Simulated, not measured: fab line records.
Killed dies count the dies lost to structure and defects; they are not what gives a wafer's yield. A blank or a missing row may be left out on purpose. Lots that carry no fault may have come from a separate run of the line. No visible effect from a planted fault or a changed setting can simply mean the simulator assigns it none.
Comparing a struck lot with a sound one / flow n5-finfet / 36 out of 1938 route steps
Sound: wafers L218.3, L218.5, L218.6. Struck: wafer L216.6 (left out: L216.4, L216.5 of the same lot, which were not struck); the cause appears at the end.
Per side, at each step with rows, come the tool, then ch with its chambers, and then its first start. Under that, the readings that differ: sound wafers / struck wafers / difference of the means / sigmas: that difference in standard deviations of wafers without a fault.
alike: same words and numbers on both sides, and readings whose means sit less than 2 such deviations apart. not compared: any withheld reading, any reading some wafer has no value for, any bound like >300 that may hide the same value, and any number with overlapping values for which the record gives no deviation.
The two part at a step that has a row with sigmas, a row that says differs or no value, or rows on one side only. Numbers that have no deviation but don't overlap get no sigmas and don't part them. A reading that every wafer of one side lacks parts them only if that side has two wafers or more.

first, 7 steps without rows for these wafers: N5_BEOL_M4_CMP_52 (polishes, stops on SiOC, t overpolish 6.8 s, target thk 40 nm); N5_BEOL_M4_PRE_CLEAN_60 (time 15 s); N5_BEOL_M4_CO_CAP_55 (material Co, precursor CCTBA/H2, target thk 2 nm, time 102.1 s); N5_BEOL_M4_PRE_CLEAN_56 (time 15 s); N5_BEOL_M4_DEP_57 (deposits SiCN from 3MS/NH3, target thk 8 nm, time 14 s); N5_BEOL_M5_ILD_DEP_00 (deposits SiCOH lowk from DEMS/porogen, target thk 140.64 nm, time 25.9 s); N5_BEOL_M5_CURE_79 (cures SiCOH lowk, time 240 s).
N5_BEOL_M5_PECVD_70: deposits SiO2 from TEOS/O2, target thk 16 nm, time 18 s.
  sound on pecvd-04 ch 1,2, day 13 07:50; struck on pecvd-03 ch 2, day 13 07:11
reading=susceptor-temp-C (C); sound=400.35 400.35 400.42; struck=424.36; difference=+23.99; sigmas=+99 or more
reading=model.SiO2_of_BEOL_M5_PECVD_70.thk-nm (nm); sound=16 16.2 16.6; struck=13.6; difference=-2.7; sigmas=
  alike: heater-power-w, showerhead-plenum-p-Torr, throttle-valve-pct
then, 25 steps without rows for these wafers: N5_BEOL_M5_HM_DEP_02 (deposits TiN, target thk 20 nm); N5_BEOL_M5_COAT_59 (time 60 s, resist thk 60 nm); N5_BEOL_M5_COAT_60 (time 60 s, resist thk 12 nm); N5_BEOL_M5_COAT_71 (time 60 s, resist thk 5 nm); N5_BEOL_M5_COAT_05 (resist thk 30 nm); N5_BEOL_M5_EBR_07; N5_BEOL_M5_SOFTBAKE_06 (time 60 s); N5_BEOL_M5_EXPOSE_08 (exposes mask M5, target cd 28 nm); N5_BEOL_M5_PEB_09 (peb time 60 s); N5_BEOL_M5_DEVELOP_10 (develop time 30 s); N5_BEOL_M5_DESCUM_16 (chemistry O2, time 7 s); N5_BEOL_M5_ETCH_72 (etches underlayer in N2/H2, target depth 6.5 nm, time 5.2 s); N5_BEOL_M5_ETCH_61 (etches SiARC in CF4, target depth 15.6 nm, time 26 s); N5_BEOL_M5_ETCH_62 (etches SOC in N2/H2, target depth 75 nm, overetch 15 nm, time 112.5 s); N5_BEOL_M5_STRIP_63 (strips in N2/H2); N5_BEOL_M5_STRIP_73 (strips in N2/H2); N5_BEOL_M5_STRIP_64 (strips in CF4); N5_BEOL_M5_HM_OPEN_17 (chemistry Cl2/BCl3, target TiN, target depth 20 nm, overetch 6 nm); N5_BEOL_M5_STRIP_19 (strips in O2); N5_BEOL_M5_COAT_65 (time 60 s, resist thk 60 nm); N5_BEOL_M5_COAT_66 (time 60 s, resist thk 12 nm); N5_BEOL_M5_COAT_74 (time 60 s, resist thk 5 nm); N5_BEOL_M5_COAT_22 (resist thk 30 nm); N5_BEOL_M5_EBR_24; N5_BEOL_M5_SOFTBAKE_23 (time 60 s).
N5_BEOL_M5_HM_STRIP_39: strips TiN in peroxide tin strip, target depth 25 nm, time 158 s.
  sound on wet-bench-06 ch 2,3,6, day 13 11:55; struck on wet-bench-06 ch 0, day 13 10:28
reading=model.SiO2_of_BEOL_M5_PECVD_70.thk-nm (nm); sound=16 16 16.4; struck=13.4; difference=-2.7; sigmas=
  alike: temp-c
N5_BEOL_M5_CMP_52: polishes, stops on SiCOH lowk, t overpolish 6.9 s, target thk 62 nm.
  sound on cmp-04 ch 0,3, day 13 18:26; struck on cmp-01 ch 0, day 13 16:40
reading=barrier-field-endpoint-s (s); sound=23.9 23.6 25.0; struck=21.6; difference=-2.6; sigmas=-4
  alike: clearing-platen-down-force-psi, motor-current-A, platen-rpm, slurry-flow-ml-min
  not compared: pad-life-wafers
after that, 1 step had no rows for these wafers: N5_PASSIVATION_PROBE_49.

## WHERE THEY PART
First at N5_BEOL_M5_PECVD_70; last, within this record, at N5_BEOL_M5_CMP_52.

WHY: what the simulator had put in
pecvd-03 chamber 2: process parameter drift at N5_BEOL_M5_PECVD_70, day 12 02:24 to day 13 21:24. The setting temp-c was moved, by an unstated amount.
